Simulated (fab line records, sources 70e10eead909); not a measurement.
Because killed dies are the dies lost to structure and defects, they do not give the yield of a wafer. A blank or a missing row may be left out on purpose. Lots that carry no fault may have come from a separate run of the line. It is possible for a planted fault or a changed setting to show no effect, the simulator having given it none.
Which of the tools did it? + flow nand-harc + 69 wafers from 23 lots sampled at 6 of the route's 1302 steps

## WHAT THE GAUGES SHOWED, per wafer
The record holds no reading of a measuring or inspecting step that can be judged against a usual standard deviation.

## EACH LOT AND THE TOOL THAT RAN IT (in order: tool; ch and the chambers of the sampled wafers; start)
| lot  | NHARC_A_STAIRCASE_TRIM_198                    | NHARC_A_STAIRCASE_ETCH_201                    | NHARC_A_STAIRCASE_ETCH_203                    | NHARC_A_STAIRCASE_TRIM_220         | NHARC_A_STAIRCASE_TRIM_231     | NHARC_A_STAIRCASE_ETCH_234     |
|------|-----------------------------------------------|-----------------------------------------------|-----------------------------------------------|------------------------------------|--------------------------------|--------------------------------|
| L075 | rie-diel-13 ch 1,2,3, day 16 13:07 or earlier | rie-diel-13 ch 0,2,3, day 16 13:07 or earlier | rie-diel-13 ch 0,1,3, day 16 13:07 or earlier | rie-diel-13 ch 0,1,3, day 16 13:07 | rie-diel-13 ch 1,2,3, no start | rie-diel-13 ch 0,2,3, no start |
| L077 | rie-diel-05 ch 0,1,2, day 16 13:35 or earlier | rie-diel-05 ch 0,1, day 16 13:35 or earlier   | rie-diel-05 ch 1,2, day 16 13:35 or earlier   | rie-diel-05 ch 0,2,3, day 16 13:35 | rie-diel-05 ch 0,1, no start   | rie-diel-05 ch 1,2, no start   |
| L076 | rie-diel-05 ch 1,2, day 16 20:22 or earlier   | rie-diel-05 ch 0,1,3, day 16 20:22 or earlier | rie-diel-05 ch 0,1,3, day 16 20:22 or earlier | rie-diel-13 ch 0,3, day 16 20:22   | rie-diel-05 ch 0,3, no start   | rie-diel-05 ch 0,1, no start   |
| L078 | rie-diel-13 ch 1,2, day 17 14:37 or earlier   | rie-diel-13 ch 0,1,2, day 17 14:37 or earlier | rie-diel-13 ch 1,2, day 17 14:37 or earlier   | rie-diel-07 ch 0,3, day 17 14:37   | rie-diel-07 ch 0,1,2, no start | rie-diel-07 ch 0,2,3, no start |
| L079 | rie-diel-05 ch 0,3, day 18 00:35 or earlier   | rie-diel-05 ch 1,3, day 18 00:35 or earlier   | rie-diel-05 ch 0,1, day 18 00:35 or earlier   | rie-diel-13 ch 1,3, day 18 00:35   | rie-diel-13 ch 0,1, no start   | rie-diel-13 ch 1,3, no start   |
| L080 | rie-diel-07 ch 0,1,3, day 18 06:22 or earlier | rie-diel-07 ch 0,2, day 18 06:22 or earlier   | rie-diel-07 ch 0,2, day 18 06:22 or earlier   | rie-diel-13 ch 0,1,2, day 18 06:22 | rie-diel-13 ch 0,2, no start   | rie-diel-13 ch 0,1, no start   |
| L081 | rie-diel-13 ch 0,2,3, day 19 06:49 or earlier | rie-diel-13 ch 0,1, day 19 06:49 or earlier   | rie-diel-13 ch 2,3, day 19 06:49 or earlier   | rie-diel-05 ch 0,3, day 19 06:49   | rie-diel-13 ch 0,1,2, no start | rie-diel-13 ch 0,1, no start   |
| L082 | rie-diel-05 ch 0,1,3, day 19 22:53 or earlier | rie-diel-05 ch 1,2,3, day 19 22:53 or earlier | rie-diel-05 ch 1,2,3, day 19 22:53 or earlier | rie-diel-13 ch 0,1,3, day 19 22:53 | rie-diel-05 ch 0,1,3, no start | rie-diel-05 ch 0,2,3, no start |
| L084 | rie-diel-07 ch 0,1,2, day 20 04:16 or earlier | rie-diel-07 ch 0,1,2, day 20 04:16 or earlier | rie-diel-07 ch 0,3, day 20 04:16 or earlier   | rie-diel-05 ch 1,2, day 20 04:16   | rie-diel-05 ch 1,2,3, no start | rie-diel-05 ch 0,1,2, no start |
| L085 | rie-diel-05 ch 0,1, day 20 06:52 or earlier   | rie-diel-05 ch 0,2,3, day 20 06:52 or earlier | rie-diel-05 ch 0,1,2, day 20 06:52 or earlier | rie-diel-05 ch 0,1,2, day 20 06:52 | rie-diel-07 ch 0,1,2, no start | rie-diel-07 ch 2,3, no start   |
| L083 | rie-diel-13 ch 1,2, day 20 08:02 or earlier   | rie-diel-13 ch 1,2, day 20 08:02 or earlier   | rie-diel-13 ch 0,2,3, day 20 08:02 or earlier | rie-diel-05 ch 1,2,3, day 20 08:02 | rie-diel-13 ch 0,1,2, no start | rie-diel-13 ch 2,3, no start   |
| L086 | rie-diel-05 ch 0,3, day 20 23:21 or earlier   | rie-diel-05 ch 1,3, day 20 23:21 or earlier   | rie-diel-05 ch 1,2, day 20 23:21 or earlier   | rie-diel-05 ch 2,3, day 20 23:21   | rie-diel-05 ch 1,2,3, no start | rie-diel-05 ch 1,2,3, no start |
| L087 | rie-diel-07 ch 0,2, day 21 16:19 or earlier   | rie-diel-07 ch 0,2, day 21 16:19 or earlier   | rie-diel-07 ch 0,2, day 21 16:19 or earlier   | rie-diel-05 ch 1,3, day 21 16:19   | rie-diel-13 ch 2,3, no start   | rie-diel-13 ch 1,2,3, no start |
| L088 | rie-diel-07 ch 0,2,3, day 21 17:58 or earlier | rie-diel-07 ch 0,1,3, day 21 17:58 or earlier | rie-diel-07 ch 0,1,2, day 21 17:58 or earlier | rie-diel-05 ch 1,2,3, day 21 17:58 | rie-diel-05 ch 0,1,3, no start | rie-diel-05 ch 1,2,3, no start |
| L089 | rie-diel-13 ch 1,2,3, day 21 18:49 or earlier | rie-diel-13 ch 1,2,3, day 21 18:49 or earlier | rie-diel-13 ch 0,1,2, day 21 18:49 or earlier | rie-diel-13 ch 1,2, day 21 18:49   | rie-diel-13 ch 1,2, no start   | rie-diel-13 ch 0,1,2, no start |
| L090 | rie-diel-13 ch 1,3, day 22 16:04 or earlier   | rie-diel-13 ch 1,2,3, day 22 16:04 or earlier | rie-diel-13 ch 2,3, day 22 16:04 or earlier   | rie-diel-07 ch 1,2, day 22 16:04   | rie-diel-05 ch 0,2,3, no start | rie-diel-05 ch 1,3, no start   |
| L091 | rie-diel-05 ch 0,2,3, day 23 08:31 or earlier | rie-diel-05 ch 0,3, day 23 08:31 or earlier   | rie-diel-05 ch 0,1,3, day 23 08:31 or earlier | rie-diel-05 ch 0,1,3, day 23 08:31 | rie-diel-13 ch 1,2,3, no start | rie-diel-13 ch 0,2,3, no start |
| L093 | rie-diel-13 ch 1,2, day 23 14:44 or earlier   | rie-diel-13 ch 1,2, day 23 14:44 or earlier   | rie-diel-13 ch 2,3, day 23 14:44 or earlier   | rie-diel-13 ch 0,1,3, day 23 14:44 | rie-diel-05 ch 0,1, no start   | rie-diel-05 ch 1,2,3, no start |
| L092 | rie-diel-07 ch 1,2,3, day 23 14:56 or earlier | rie-diel-07 ch 0,1,2, day 23 14:56 or earlier | rie-diel-07 ch 0,3, day 23 14:56 or earlier   | rie-diel-05 ch 0,1,2, day 23 14:56 | rie-diel-07 ch 1,2, no start   | rie-diel-07 ch 2,3, no start   |
| L094 | rie-diel-05 ch 0,2,3, day 24 02:58 or earlier | rie-diel-05 ch 0,2, day 24 02:58 or earlier   | rie-diel-05 ch 1,2, day 24 02:58 or earlier   | rie-diel-07 ch 0,1,2, day 24 02:58 | rie-diel-07 ch 0,2, no start   | rie-diel-07 ch 2,3, no start   |
| L097 | rie-diel-13 ch 0,2,3, day 25 03:20 or earlier | rie-diel-13 ch 2,3, day 25 03:20 or earlier   | rie-diel-13 ch 1,2,3, day 25 03:20 or earlier | rie-diel-05 ch 1,2,3, day 25 03:20 | rie-diel-13 ch 2,3, no start   | rie-diel-13 ch 1,2, no start   |
| L095 | rie-diel-05 ch 0,1,2, day 25 03:32 or earlier | rie-diel-05 ch 0,1,3, day 25 03:32 or earlier | rie-diel-05 ch 0,2,3, day 25 03:32 or earlier | rie-diel-07 ch 0,1,2, day 25 03:32 | rie-diel-05 ch 0,1,3, no start | rie-diel-05 ch 0,1,3, no start |
| L096 | rie-diel-13 ch 1,2, day 25 17:33 or earlier   | rie-diel-13 ch 1,2, day 25 17:33 or earlier   | rie-diel-13 ch 1,2, day 25 17:33 or earlier   | rie-diel-07 ch 0,2, day 25 17:33   | rie-diel-13 ch 1,2,3, no start | rie-diel-13 ch 0,1,2, no start |
- NHARC_A_STAIRCASE_TRIM_198: chemistry O2, time 211.2 s.
- NHARC_A_STAIRCASE_ETCH_201: etches the open film in C4F8/O2, target depth 100 nm, time 40.5 s.
- NHARC_A_STAIRCASE_ETCH_203: etches the open film in C4F8/O2, target depth 100 nm, time 40.5 s.
- NHARC_A_STAIRCASE_TRIM_220: chemistry O2, time 211.2 s.
- NHARC_A_STAIRCASE_TRIM_231: chemistry O2, time 211.2 s.
- NHARC_A_STAIRCASE_ETCH_234: etches the open film in C4F8/O2, target depth 100 nm, time 40.5 s.

## WHAT THE TOOLS THEMSELVES READ (means of the sampled wafers that have a number; where no wafer has one, the mark that the record gives instead)
NHARC_A_STAIRCASE_TRIM_198.
| lot  | tool        | drypump-motor-current-A (A) | oes-product-au (a.u.) | rf-vpp-V (V) | showerhead-plenum-p-Torr (Torr) | throttle-valve-pct (%) |
|------|-------------|-----------------------------|-----------------------|--------------|---------------------------------|------------------------|
| L075 | rie-diel-13 | 5.7                         | 1.005                 | 57.2         | 3.61                            | 17.037                 |
| L077 | rie-diel-05 | 6.0                         | 1.001                 | 57.5         | 3.57                            | 17.032                 |
| L076 | rie-diel-05 | 6.0                         | 1.010                 | 57.2         | 3.46                            | 17.043                 |
| L078 | rie-diel-13 | 6.0                         | 0.997                 | 58.6         | 3.55                            | 17.039                 |
| L079 | rie-diel-05 | 6.2                         | 0.992                 | 58.4         | 3.59                            | 17.033                 |
| L080 | rie-diel-07 | 5.8                         | 1.010                 | 57.8         | 3.49                            | 17.036                 |
| L081 | rie-diel-13 | 5.7                         | 1.007                 | 58.3         | 3.53                            | 17.052                 |
| L082 | rie-diel-05 | 6.0                         | 0.991                 | 57.6         | 3.58                            | 17.030                 |
| L084 | rie-diel-07 | 5.5                         | 1.003                 | 57.1         | 3.42                            | 17.038                 |
| L085 | rie-diel-05 | 6.1                         | 0.988                 | 58.5         | 3.66                            | 17.044                 |
| L083 | rie-diel-13 | 6.0                         | 1.000                 | 57.5         | 3.54                            | 17.040                 |
| L086 | rie-diel-05 | 6.2                         | 1.001                 | 58.4         | 3.58                            | 17.037                 |
| L087 | rie-diel-07 | 5.2                         | 0.997                 | 57.1         | 3.35                            | 17.047                 |
| L088 | rie-diel-07 | 5.6                         | 0.998                 | 57.5         | 3.47                            | 17.036                 |
| L089 | rie-diel-13 | 5.7                         | 1.007                 | 58.2         | 3.59                            | 17.037                 |
| L090 | rie-diel-13 | 6.3                         | 0.993                 | 58.1         | 3.66                            | 17.040                 |
| L091 | rie-diel-05 | 6.2                         | 1.003                 | 57.9         | 3.53                            | 17.034                 |
| L093 | rie-diel-13 | 5.4                         | 0.998                 | 57.3         | 3.44                            | 17.038                 |
| L092 | rie-diel-07 | 6.0                         | 0.997                 | 58.0         | 3.53                            | 17.034                 |
| L094 | rie-diel-05 | 6.2                         | 0.999                 | 58.2         | 3.53                            | 17.032                 |
| L097 | rie-diel-13 | 5.7                         | 1.005                 | 58.3         | 3.51                            | 17.046                 |
| L095 | rie-diel-05 | 6.0                         | 1.003                 | 57.5         | 3.53                            | 17.034                 |
| L096 | rie-diel-13 | 6.0                         | 1.006                 | 57.2         | 3.51                            | 17.036                 |

NHARC_A_STAIRCASE_ETCH_201.
| lot  | tool        | oes-product-au (a.u.) | rf-fwd-power-W (W) | rf-vpp-V (V) |
|------|-------------|-----------------------|--------------------|--------------|
| L075 | rie-diel-13 | 0.945                 | 594.4              | 896          |
| L077 | rie-diel-05 | 0.937                 | 590.4              | 901          |
| L076 | rie-diel-05 | 0.950                 | 594.5              | 899          |
| L078 | rie-diel-13 | 0.953                 | 595.9              | 894          |
| L079 | rie-diel-05 | 0.938                 | 593.4              | 896          |
| L080 | rie-diel-07 | 0.954                 | 591.6              | 891          |
| L081 | rie-diel-13 | 0.949                 | 590.3              | 895          |
| L082 | rie-diel-05 | 0.943                 | 594.8              | 893          |
| L084 | rie-diel-07 | 0.945                 | 588.9              | 892          |
| L085 | rie-diel-05 | 0.941                 | 591.8              | 896          |
| L083 | rie-diel-13 | 0.944                 | 594.2              | 893          |
| L086 | rie-diel-05 | 0.945                 | 591.9              | 896          |
| L087 | rie-diel-07 | 0.948                 | 589.4              | 892          |
| L088 | rie-diel-07 | 0.937                 | 589.8              | 895          |
| L089 | rie-diel-13 | 0.945                 | 592.6              | 898          |
| L090 | rie-diel-13 | 0.952                 | 592.7              | 898          |
| L091 | rie-diel-05 | 0.954                 | 592.6              | 899          |
| L093 | rie-diel-13 | 0.937                 | 591.3              | 895          |
| L092 | rie-diel-07 | 0.947                 | 588.2              | 891          |
| L094 | rie-diel-05 | 0.944                 | 590.9              | 896          |
| L097 | rie-diel-13 | 0.943                 | 592.9              | 899          |
| L095 | rie-diel-05 | 0.959                 | 593.4              | 898          |
| L096 | rie-diel-13 | 0.934                 | 595.5              | 892          |

NHARC_A_STAIRCASE_ETCH_203.
| lot  | tool        | oes-product-au (a.u.) | rf-fwd-power-W (W) | rf-vpp-V (V) |
|------|-------------|-----------------------|--------------------|--------------|
| L075 | rie-diel-13 | 0.946                 | 593                | 898          |
| L077 | rie-diel-05 | 0.948                 | 594                | 893          |
| L076 | rie-diel-05 | 0.954                 | 593                | 899          |
| L078 | rie-diel-13 | 0.945                 | 593                | 897          |
| L079 | rie-diel-05 | 0.944                 | 594                | 901          |
| L080 | rie-diel-07 | 0.950                 | 592                | 892          |
| L081 | rie-diel-13 | 0.937                 | 595                | 895          |
| L082 | rie-diel-05 | 0.944                 | 594                | 894          |
| L084 | rie-diel-07 | 0.942                 | 587                | 891          |
| L085 | rie-diel-05 | 0.940                 | 595                | 896          |
| L083 | rie-diel-13 | 0.944                 | 596                | 897          |
| L086 | rie-diel-05 | 0.933                 | 592                | 893          |
| L087 | rie-diel-07 | 0.944                 | 590                | 889          |
| L088 | rie-diel-07 | 0.944                 | 589                | 891          |
| L089 | rie-diel-13 | 0.941                 | 593                | 893          |
| L090 | rie-diel-13 | 0.945                 | 595                | 895          |
| L091 | rie-diel-05 | 0.945                 | 592                | 897          |
| L093 | rie-diel-13 | 0.944                 | 592                | 900          |
| L092 | rie-diel-07 | 0.935                 | 589                | 896          |
| L094 | rie-diel-05 | 0.947                 | 595                | 894          |
| L097 | rie-diel-13 | 0.944                 | 593                | 897          |
| L095 | rie-diel-05 | 0.944                 | 592                | 895          |
| L096 | rie-diel-13 | 0.931                 | 593                | 895          |

NHARC_A_STAIRCASE_TRIM_220.
| lot  | tool        | drypump-motor-current-A (A) | oes-product-au (a.u.) | rf-vpp-V (V) | showerhead-plenum-p-Torr (Torr) | throttle-valve-pct (%) |
|------|-------------|-----------------------------|-----------------------|--------------|---------------------------------|------------------------|
| L075 | rie-diel-13 | 6.3                         | 1.003                 | 57.9         | 3.62                            | 17.023                 |
| L077 | rie-diel-05 | 6.2                         | 1.000                 | 57.4         | 3.57                            | 17.039                 |
| L076 | rie-diel-13 | 6.0                         | 1.006                 | 57.7         | 3.68                            | 17.036                 |
| L078 | rie-diel-07 | 5.5                         | 1.004                 | 57.2         | 3.43                            | 17.041                 |
| L079 | rie-diel-13 | 6.3                         | 0.997                 | 59.2         | 3.67                            | 17.028                 |
| L080 | rie-diel-13 | 6.0                         | 1.005                 | 57.5         | 3.47                            | 17.040                 |
| L081 | rie-diel-05 | 6.2                         | 0.993                 | 57.9         | 3.59                            | 17.034                 |
| L082 | rie-diel-13 | 6.2                         | 0.994                 | 57.9         | 3.60                            | 17.040                 |
| L084 | rie-diel-05 | 6.0                         | 0.993                 | 57.2         | 3.44                            | 17.022                 |
| L085 | rie-diel-05 | 6.0                         | 1.000                 | 57.9         | 3.55                            | 17.034                 |
| L083 | rie-diel-05 | 5.9                         | 0.994                 | 58.2         | 3.47                            | 17.040                 |
| L086 | rie-diel-05 | 6.1                         | 1.001                 | 57.2         | 3.48                            | 17.042                 |
| L087 | rie-diel-05 | 5.9                         | 1.005                 | 57.5         | 3.50                            | 17.041                 |
| L088 | rie-diel-05 | 6.0                         | 1.004                 | 58.3         | 3.47                            | 17.042                 |
| L089 | rie-diel-13 | 6.0                         | 0.993                 | 57.7         | 3.53                            | 17.049                 |
| L090 | rie-diel-07 | 5.9                         | 0.995                 | 57.6         | 3.48                            | 17.039                 |
| L091 | rie-diel-05 | 6.0                         | 1.005                 | 58.5         | 3.57                            | 17.039                 |
| L093 | rie-diel-13 | 6.3                         | 0.998                 | 57.8         | 3.59                            | 17.039                 |
| L092 | rie-diel-05 | 6.0                         | 0.987                 | 57.0         | 3.53                            | 17.036                 |
| L094 | rie-diel-07 | 5.6                         | 1.001                 | 57.3         | 3.40                            | 17.039                 |
| L097 | rie-diel-05 | 5.9                         | 0.995                 | 58.1         | 3.45                            | 17.035                 |
| L095 | rie-diel-07 | 5.5                         | 0.994                 | 57.6         | 3.40                            | 17.036                 |
| L096 | rie-diel-07 | 5.3                         | 0.998                 | 57.9         | 3.39                            | 17.029                 |

NHARC_A_STAIRCASE_TRIM_231.
| lot  | tool        | drypump-motor-current-A (A) | oes-product-au (a.u.) | rf-vpp-V (V) | showerhead-plenum-p-Torr (Torr) | throttle-valve-pct (%) |
|------|-------------|-----------------------------|-----------------------|--------------|---------------------------------|------------------------|
| L075 | rie-diel-13 | 5.7                         | 0.999                 | 57.6         | 3.61                            | 17.042                 |
| L077 | rie-diel-05 | 5.8                         | 0.997                 | 57.9         | 3.60                            | 17.033                 |
| L076 | rie-diel-05 | 6.3                         | 0.996                 | 57.8         | 3.67                            | 17.041                 |
| L078 | rie-diel-07 | 5.5                         | 1.001                 | 57.2         | 3.43                            | 17.042                 |
| L079 | rie-diel-13 | 6.5                         | 0.999                 | 57.4         | 3.55                            | 17.046                 |
| L080 | rie-diel-13 | 5.4                         | 1.004                 | 57.1         | 3.40                            | 17.039                 |
| L081 | rie-diel-13 | 6.0                         | 0.999                 | 57.4         | 3.47                            | 17.036                 |
| L082 | rie-diel-05 | 6.0                         | 1.002                 | 58.2         | 3.58                            | 17.038                 |
| L084 | rie-diel-05 | 5.9                         | 1.000                 | 58.0         | 3.47                            | 17.039                 |
| L085 | rie-diel-07 | 5.6                         | 1.001                 | 58.1         | 3.42                            | 17.032                 |
| L083 | rie-diel-13 | 6.0                         | 0.992                 | 58.0         | 3.46                            | 17.041                 |
| L086 | rie-diel-05 | 5.9                         | 1.005                 | 58.2         | 3.47                            | 17.039                 |
| L087 | rie-diel-13 | 5.4                         | 1.003                 | 57.6         | 3.65                            | 17.038                 |
| L088 | rie-diel-05 | 6.0                         | 0.996                 | 58.1         | 3.57                            | 17.046                 |
| L089 | rie-diel-13 | 5.4                         | 1.002                 | 57.9         | 3.45                            | 17.037                 |
| L090 | rie-diel-05 | 6.2                         | 0.992                 | 58.0         | 3.54                            | 17.044                 |
| L091 | rie-diel-13 | 5.7                         | 1.005                 | 58.1         | 3.58                            | 17.039                 |
| L093 | rie-diel-05 | 6.1                         | 0.998                 | 57.2         | 3.63                            | 17.034                 |
| L092 | rie-diel-07 | 5.8                         | 0.994                 | 58.0         | 3.47                            | 17.027                 |
| L094 | rie-diel-07 | 5.3                         | 1.003                 | 56.6         | 3.39                            | 17.042                 |
| L097 | rie-diel-13 | 5.1                         | 1.001                 | 58.0         | 3.50                            | 17.036                 |
| L095 | rie-diel-05 | 6.0                         | 1.000                 | 57.8         | 3.56                            | 17.040                 |
| L096 | rie-diel-13 | 5.7                         | 1.000                 | 58.2         | 3.57                            | 17.040                 |

NHARC_A_STAIRCASE_ETCH_234.
| lot  | tool        | oes-product-au (a.u.) | rf-fwd-power-W (W) | rf-vpp-V (V) |
|------|-------------|-----------------------|--------------------|--------------|
| L075 | rie-diel-13 | 0.939                 | 593.2              | 897          |
| L077 | rie-diel-05 | 0.946                 | 594.9              | 894          |
| L076 | rie-diel-05 | 0.958                 | 594.7              | 898          |
| L078 | rie-diel-07 | 0.945                 | 591.8              | 894          |
| L079 | rie-diel-13 | 0.956                 | 589.7              | 903          |
| L080 | rie-diel-13 | 0.949                 | 593.0              | 897          |
| L081 | rie-diel-13 | 0.944                 | 592.7              | 894          |
| L082 | rie-diel-05 | 0.940                 | 592.2              | 897          |
| L084 | rie-diel-05 | 0.938                 | 593.0              | 897          |
| L085 | rie-diel-07 | 0.943                 | 588.8              | 899          |
| L083 | rie-diel-13 | 0.952                 | 595.0              | 895          |
| L086 | rie-diel-05 | 0.944                 | 592.1              | 895          |
| L087 | rie-diel-13 | 0.946                 | 595.0              | 898          |
| L088 | rie-diel-05 | 0.945                 | 593.7              | 893          |
| L089 | rie-diel-13 | 0.940                 | 594.2              | 893          |
| L090 | rie-diel-05 | 0.943                 | 592.4              | 894          |
| L091 | rie-diel-13 | 0.957                 | 595.3              | 896          |
| L093 | rie-diel-05 | 0.942                 | 594.2              | 894          |
| L092 | rie-diel-07 | 0.944                 | 593.6              | 898          |
| L094 | rie-diel-07 | 0.933                 | 592.5              | 899          |
| L097 | rie-diel-13 | 0.945                 | 591.0              | 896          |
| L095 | rie-diel-05 | 0.951                 | 594.3              | 897          |
| L096 | rie-diel-13 | 0.958                 | 592.5              | 893          |

## THE ANSWER, worked out from the rows above alone
Rule: the usual values come from the lots themselves. The widest of any qualifying gaps counts: lots, ordered by their means at a reading, are off when they make up no more than a third of the lots, leave a main group of 4 or more, and stand apart from it by 3 or more times the standard deviation of that group's means. If all means in a main group match to the digits the tables above print for the reading, that group is not used. A lot without any number at a reading at which 4 lots or more have one is off too. Any other lot the step has rows for is counted as sound. After the gauges, taken in route order, come the tools' own readings; for these a lot's mean is taken, as printed above. The first step at which some lot is off is used, and at that step the reading that is off furthest; a lot without a number counts as furthest.
No lot is off at any reading shown: from this, nothing can be told.

## WHAT THE SIMULATOR PUT IN
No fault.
